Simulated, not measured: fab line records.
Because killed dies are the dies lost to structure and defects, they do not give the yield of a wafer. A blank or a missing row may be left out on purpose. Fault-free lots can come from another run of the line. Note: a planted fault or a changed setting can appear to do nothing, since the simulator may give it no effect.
fab line records	flow n5_finfet
record lots=4	wafers=12	last_day=20
route steps=1938 shown BEOL_M9@1426 PASSIVATION@1936
lots that met no fault: taken from a fault-free run of the same line
start_h: the number of hours between the record's first day and the start of the first shown wafer of the lot	wait_h: hours elapsed since this lot's preceding step	" unchanged from the row above	L1.1+2: a single row standing in for several wafers	- no value, or no start was given	* or withheld: withheld	< > ~ a bound
route shown NAME@n: a module of which the file shows steps, and the number in the route of the first	usual: the fault-free wafers' mean and standard deviation	same: alike in all rows	chamber/n: place in a boat	sites: readings site by site	_std_site: the standard deviation of these	_edge_site: outer sites' mean less inner sites'	radius_mm: for every site, how far away it sits from the centre of the wafer	mask NAME#n: copy n	behind: the most recent tool/chamber to have shaped the wafer	hold: cause of the lot's hold/its duration in hours/its outcome	device: transistor that didn't switch, given as n, p or np	end of line: at the end of the route, the tests of the same wafers	a step with no rows: only its recipe	killed: count of dies lost to structure and defects at first sort (not the wafer's yield)	map: the dies of a wafer, with x for killed, . for not killed, _ for no die there
set.NAME: the setting as run; set.NAME@STEP: as run at that earlier step	model.NAME: the simulator's own value behind a step, which no gauge read
certain route steps with their lots: each step a table, each wafer a row
services: from which hour (start_h, from the record's first day; less than 0 if before it) a tool's chamber was out of use, for how many hours, and why
## steps
# step N5_BEOL_M9_COAT_64
# recipe resist=SiARC	temp_c=220	time_s=60	spin_rpm=1500	resist_thk_nm=12
# step N5_BEOL_M9_COAT_75
# recipe resist=underlayer	temp_c=205	time_s=60	spin_rpm=1500	resist_thk_nm=5
# step N5_BEOL_M9_COAT_22
# recipe resist=CAR-EUV	spin_rpm=1500	resist_thk_nm=30
# step N5_BEOL_M9_EBR_24
# recipe solvent=PGMEA	ebr_width_mm=1.5
# step N5_BEOL_M9_SOFTBAKE_23
# recipe temp_c=110	time_s=60	resist=CAR-EUV
# step N5_BEOL_M9_EXPOSE_25
# recipe mask_id=V8	na=0.33	source_shape=annular	sigma_inner=0.4	sigma_outer=0.8	polarization=unpolarized	dose_mj=37.25
# step N5_BEOL_M9_PEB_26
# recipe peb_temp_c=100	peb_time_s=60	resist=CAR-EUV
# step N5_BEOL_M9_DEVELOP_27
# recipe develop_time_s=30	developer=TMAH	resist=CAR-EUV	rinse_liquid=surfactant_rinse	dry=air_spin	dev_temp_c=23
# step N5_BEOL_M9_DESCUM_33
# recipe chemistry=O2	time_s=7	source_power_w=50	bias_power_w=20	pressure_mtorr=20	rf_frequency_hz=2.712e+07	temp_c=40	resist=CAR-EUV	o2_flow_sccm=225
# step N5_BEOL_M9_ETCH_76
# recipe chemistry=N2/H2	target=underlayer	target_depth_a=65	mask_material=CAR-EUV	time_s=5.2	ion_energy_ev=200	pressure_mtorr=30	source_w=840	bias_w=150	n2_flow_sccm=200	h2_flow_sccm=200	ends=cleared
# usual drypump_motor_current_A=5.7/0.4	etch_rf_on_time_s=5.19/0.15	oes_product_au=0.65/0.043	rf_vpp_V=523/3	showerhead_plenum_p_Torr=2.52/0.093	throttle_valve_pct=17.81/0.23
lot.wafer	tool	chamber	start_h	wait_h	drypump_motor_current_A	etch_rf_on_time_s	oes_product_au	rf_hours_counter_h	rf_vpp_V	showerhead_plenum_p_Torr	throttle_valve_pct
L398.3	rie_diel-03	0	242.37	0.0	5.5	5.06	0.64	184	523	2.54	17.74
L398.4	"	1	"	"	5.4	4.93	0.75	59	522	2.46	17.44
L398.5	"	0	"	"	5.5	5.10	0.63	-	521	2.53	17.75
L397.1	rie_diel-03	2	263.23	0.0	6.2	5.12	0.63	191	519	2.42	17.57
L397.3	"	1	"	"	5.4	5.03	0.72	65	522	2.45	17.45
L397.6	"	0	"	"	5.5	5.07	0.63	-	524	2.53	17.75
L403.2	rie_diel-03	1	283.82	0.0	5.4	5.07	0.72	72	524	2.45	17.45
L403.4	"	3	"	"	5.1	5.51	0.66	122	527	2.66	17.92
L403.5	"	0	"	"	5.5	5.14	0.63	-	524	2.53	17.75
L416.4	rie_diel-06	2	404.42	0.0	6.0	5.25	0.61	173	522	2.54	18.26
L416.5	"	0	"	"	5.9	5.13	0.61	-	525	2.63	17.80
L416.6	"	3	"	"	5.7	5.33	0.59	-	526	2.61	17.85
# step N5_BEOL_M9_ETCH_65
# recipe chemistry=CF4	target=SiARC	target_depth_a=156	mask_material=CAR-EUV	time_s=26	ion_energy_ev=80	pressure_mtorr=40	source_w=545	bias_w=36	Ar_flow_sccm=100	cf4_flow_sccm=100	ends=cleared
# step N5_BEOL_M9_ETCH_66
# recipe chemistry=N2/H2	target=SOC	target_depth_a=800	overetch_a=160	mask_material=SiARC	temp_c=40	time_s=120	ion_energy_ev=200	pressure_mtorr=30	source_w=840	bias_w=150	n2_flow_sccm=200	h2_flow_sccm=200
# step N5_BEOL_M9_STRIP_69
# recipe chemistry=N2/H2	temp_c=40	n2_flow_sccm=200	h2_flow_sccm=200	rf_frequency_hz=6e+07
# step N5_BEOL_M9_STRIP_77
# recipe chemistry=N2/H2	temp_c=40	n2_flow_sccm=200	h2_flow_sccm=200	rf_frequency_hz=6e+07
# step N5_BEOL_M9_VIA_ETCH_34
# recipe chemistry=C4F6/O2	target=SiCOH_lowk	target_depth_a=1824	mask_material=SOC	taper_deg=4	time_s=68.4	ion_energy_ev=250	pressure_mtorr=30	source_w=345	bias_w=185	Ar_flow_sccm=300	C4F6_flow_sccm=10	O2_flow_sccm=10
# step N5_BEOL_M9_STRIP_73
# recipe chemistry=C4F6/O2	resist=SiARC	rf_frequency_hz=6e+07
# step N5_BEOL_M9_STRIP_36
# recipe chemistry=N2/H2	power_w=450	temp_c=40	pressure_mtorr=20	rf_frequency_hz=6e+07	overash_fraction=0.3	bias_power_w=7	h2_frac=0.5	n2_flow_sccm=200	h2_flow_sccm=200
# step N5_BEOL_M9_TRENCH_ETCH_37
# recipe chemistry=C4F6/O2	target_depth_a=1514.3	target=SiCOH_lowk	time_s=49	ion_energy_ev=250	pressure_mtorr=30	source_w=345	bias_w=185	Ar_flow_sccm=300	C4F6_flow_sccm=10	O2_flow_sccm=10
# step N5_BEOL_M9_ETCH_41
# recipe chemistry=CH3F/O2	target=SiCN	target_depth_a=366	taper_deg=2	time_s=70.1	ion_energy_ev=120	mask_material=TiN	pressure_mtorr=30	source_w=395	bias_w=75	Ar_flow_sccm=150	CH3F_flow_sccm=30	O2_flow_sccm=20
# step N5_BEOL_M9_STRIP_80
# recipe chemistry=N2/H2	time_s=10	power_w=450	temp_c=40	pressure_mtorr=20	rf_frequency_hz=6e+07	bias_power_w=7	n2_flow_sccm=200	h2_flow_sccm=200
# step N5_BEOL_M9_HM_STRIP_39
# recipe chemistry=peroxide_tin_strip	material=TiN	target_depth_a=250	temp_c=50	time_s=158
# step N5_BEOL_M9_SRD_40
# recipe time_s=30	temp_c=23	rinse_liquid=diw	dry=ipa_marangoni
# step N5_BEOL_M9_PRECLEAN_42
# recipe chemistry=residue_remover	time_s=60	temp_c=40
# step N5_BEOL_M9_SRD_43
# recipe time_s=30	temp_c=23	rinse_liquid=diw	dry=ipa_marangoni
# step N5_BEOL_M9_CURE_72
# recipe temp_c=370	time_s=120	ambient=DMADMS/He	material=SiCOH_lowk
# step N5_BEOL_M9_DEGAS_44
# recipe ambient=vacuum	temp_c=250	time_s=60
# step N5_BEOL_M9_PRE_CLEAN_45
# recipe gas=H2/He	time_s=30	temp_c=250
# step N5_BEOL_M9_ALD_74
# recipe material=TaN	target_thk_a=20	temp_c=275	ald_precursor_family=PDMAT	ald_co_reactant=NH3	pressure_torr=3	carrier_flow_sccm=1500	pulse_time_s=2	purge_time_s=3	co_reactant_purge_time_s=2	co_reactant_pulse_time_s=3	ald_cycles=40	precursor_vessel_temp_c=75	precursor_vessel_pressure_torr=26.25	precursor_vessel_carrier_sccm=1000
# step N5_BEOL_M9_SURFACE_TREAT_79
# recipe gas=Ar	time_s=*	ion_energy_ev=*	ion_current_ma_cm2=0.5	pressure_mtorr=*	ar_flow_sccm=30
# step N5_BEOL_M9_CVD_78
# recipe material=Co	target_thk_a=20	temp_c=withheld	precursor=CCTBA/H2	pressure_torr=30	time_s=138.9
# step N5_BEOL_M9_SPUTTER_48
# recipe material=Cu	target_thk_a=120	temp_c=-20	bias_v=60	power_w=26000	chamber_pressure_pa=0.13	time_s=2
# step N5_BEOL_M9_ECD_50
# recipe material=Cu	target_thk_a=3180
# step N5_BEOL_M9_ANNEAL_51
# recipe temp_c=225	time_s=90	ambient=N2
# step N5_BEOL_M9_CMP_52
# recipe stop_on=SiCOH_lowk	t_overpolish_s=7	down_force_psi=1	platen_rpm=50	clearing_platen_down_force_psi=1.5	clearing_platen_rpm=50	post_cmp_clean=cu_alkaline	target_thk_nm=140	clearing_platen_pad_velocity_m_s=0.99484	pad_velocity_m_s=0.99484
# step N5_BEOL_M9_PRE_CLEAN_55
# recipe gas=NH3	time_s=15	temp_c=withheld	rf_power_w=300
# step N5_BEOL_M9_DEP_56
# recipe material=SiCN	target_thk_a=150	temp_c=withheld	precursor=3MS/NH3	pressure_torr=3	rf_w=202	time_s=26.5
# step N5_PASSIVATION_PROBE_49
# usual defect_limited_yield=91.1/1.4	killed_at_M0_to_M3=32/9.3	killed_at_M4_up=13/5.8	killed_at_contacts=12/6.3	killed_at_front_end=44/12	killed_at_other=3.6/2.7	killed_dies=104/17	killed_open=69/13	killed_short=34/6.9	sort_bin_5_function=5.2/0.98	sort_bin_6_memory=3.3/0.59	sort_bin_8_speed=0.01/0.039	sort_n_pass=1075/17	sort_yield_pct=91.1/1.4
# same gross_dies=1180	killed_at_back_side=0	sort_bin_4_leakage[%]=0
lot.wafer	tool	chamber	start_h	wait_h	defect_limited_yield[%]	killed_at_M0_to_M3	killed_at_M4_up	killed_at_contacts	killed_at_front_end	killed_at_other	killed_dies	killed_open	killed_short	sort_bin_5_function[%]	sort_bin_6_memory[%]	sort_bin_8_speed[%]	sort_n_pass	sort_yield_pct[%]
L398.3	prober-01	-	308.06	0.1	90.8	29	5	13	61	0	108	65	42	6.4	2.5	0	1072	90.8
L398.4	prober-01	-	308.11	0.2	91.6	24	6	3	65	1	99	62	36	4.7	3.4	0	1081	91.6
L398.5	prober-01	-	308.16	0.2	89.9	25	6	11	73	4	119	82	31	6.1	3.3	0	1061	89.9
L397.3	prober-01	-	332.46	0.1	84.0	23	121	9	35	1	189	42	36	9.6	5.0	0	991	84.0
L403.2	prober-01	-	345.13	0.1	80.0	31	126	28	50	1	236	84	45	12.5	5.7	0	944	80.0
# killed by level:class
L398.3 STI_FIN_REVEAL:geometric_particle:open=17 MOL_CONTACT_COAG:geometric_particle:open=9 FIN_SAQP:geometric_particle:open=8 STI_FIN_REVEAL:geometric_particle:short=8 BEOL_M0_SAQP:geometric_particle:short=8 FIN_SAQP:geometric_particle:short=6 GATE_CUT:geometric_particle:short=6 BEOL_M3:geometric_particle:open=5
L398.4 STI_FIN_REVEAL:geometric_particle:open=22 GATE_CUT:geometric_particle:open=7 GATE_CUT:geometric_particle:short=7 BEOL_M0_SAQP:geometric_particle:open=7 FIN_SAQP:geometric_particle:short=6 SPACER0:geometric_particle:open=6 SPACER0:geometric_particle:short=5 BEOL_M0_SAQP:geometric_particle:short=5
L398.5 STI_FIN_REVEAL:geometric_particle:open=27 FIN_SAQP:geometric_particle:open=12 MOL_CONTACT_COAG:geometric_particle:open=10 FIN_SAQP:geometric_particle:short=7 BEOL_M0_SAQP:geometric_particle:open=7 BEOL_M0_SAQP:geometric_particle:short=6 BEOL_M2:geometric_particle:open=6 HKMG_FIN:area_etch=6
L397.3 BEOL_M9:unspecified=109 FIN_SAQP:geometric_particle:open=10 FIN_SAQP:geometric_particle:short=8 BEOL_M0_SAQP:geometric_particle:short=7 GATE_CUT:geometric_particle:short=7 MOL_CONTACT_COAG:geometric_particle:open=6 BEOL_M0_SAQP:geometric_particle:open=5 BEOL_M1:geometric_particle:open=4
L403.2 BEOL_M9:unspecified=107 MOL_CONTACT_COAG:geometric_particle:open=22 FIN_SAQP:geometric_particle:open=14 BEOL_M4:geometric_particle:open=13 FIN_SAQP:geometric_particle:short=12 BEOL_M2:geometric_particle:open=12 BEOL_M0_SAQP:geometric_particle:short=7 MOL_CONTACT_COAG:geometric_particle:short=6
# map L397.3 (x killed, . not)
_________________x...........________________
______________....x............._____________
___________....................x...__________
__________x.....x............x......_________
________.....x....x....x.............._______
_______..x........x...x................______
______.....x.....x..........x...x.x.x..._____
_____.x...........x..........x..........x____
____...........x..........................___
___..........xx.x.xx.x...x.................__
___.........xx.xxxxxxx.....................__
__......x..x.x.xxxxxx.xx............x......x_
__........x..x.xxxxx.xxx....x..............._
_...........xxxxxxxxxxxxx.........x..........
_xx........xxxxxxxxxx.x..............x.......
_...........xxxxxxxxxxxxx.........x...x......
_.....xx....xxxxxxxxxxxxx....................
_......x...xx.x.xxxxxxx.....x................
_...........xxxxxxxxxx..x............x.......
_......x..x.....x.xxxx....x.....x.........x..
_...x......x..x...xx.xx......................
__.......x..............................x..._
__x.............x.................x....x...._
___x..........x....x.x.....................__
___....x........................x.......x..__
____..........x...x.......x...............___
_____....................................____
______.x....................x........x.._____
_______...........x...........x........______
________..x...............x..........._______
__________...x......................_________
___________.....x..................__________
______________.................._____________
_________________......x....x________________
# map L403.2 (x killed, . not)
_________________x........x..________________
______________................xx_____________
___________................x....x..__________
__________...x....................x._________
________x..................xx.x.x.x..._______
_______x.........x.......x.........xx..______
______x......x....................x....._____
_____x.xx...........................x....____
____.x...x...x....................x...x...___
___.......xx...x.x.......................x.__
___.....x...x.x..xxx.x.....x....x.....x....__
__...x..x...xx.xxxxxx.xx....x..x.........x.._
__x.......x.xxxxxxxxxx......x.........xx...._
_.........xxxxxxxxxxxxxx....x...x.......x....
_.x..x....xxxxxxxxxxxx.....x...x........xx...
_....x....x.xxxxxxxxx.xx.xx..........x......x
_..........xxxxxxxxxxxx.....xx.....x.........
_......x.x.xxxxxxxxxxxx......................
_...........xxx.x.xxxxx......x....xx.........
_...xx.......x.xxxxxxx................x.x..x.
_......xx......x.x..xx...........x...........
__.........xx............................x.._
__.........x....x...x.x...............x....._
___..............x..x................x..x..__
___.........x.....x........................__
____.x..........x.........................___
_____...........xx.........x...x.........____
______x............................x...._____
_______...x..x......x......x..x..x.....______
________...x..x..........xxx.......x.._______
__________......xx...xx....xx......._________
___________......xxx.......x..xx...__________
______________.......x.........._____________
_________________............________________
## services
tool	chamber	start_h	hours	kind
rie_diel-03	2	225.59	2.0	repair
rie_diel-06	3	291.19	8.3	repair
rie_diel-06	1	332.37	8.2	repair
rie_diel-03	1	353.01	10.2	repair
rie_diel-03	2	354.84	6.4	repair
## key
first_sign step=N5_PASSIVATION_PROBE_49	reading=killed_at_M4_up	direction=up	sigmas=19	usual=13	struck=124
effect step=N5_PASSIVATION_PROBE_49	reading=killed_dies	direction=up	sigmas=6.5	usual=104	struck=212
more_kills_born_at N5_BEOL_M9_ETCH_76@rie_diel-03=216
met_at N5_BEOL_M9_ETCH_76
struck_wafers L397.3,L403.2
onset_between 242.37 263.23
fault kind=chamber_particle_source	tool=rie_diel-03	chamber=1	onset_h=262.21	steps=N5_BEOL_M9_ETCH_76	rate_per_visit_cm2=0.57483	end_h=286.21
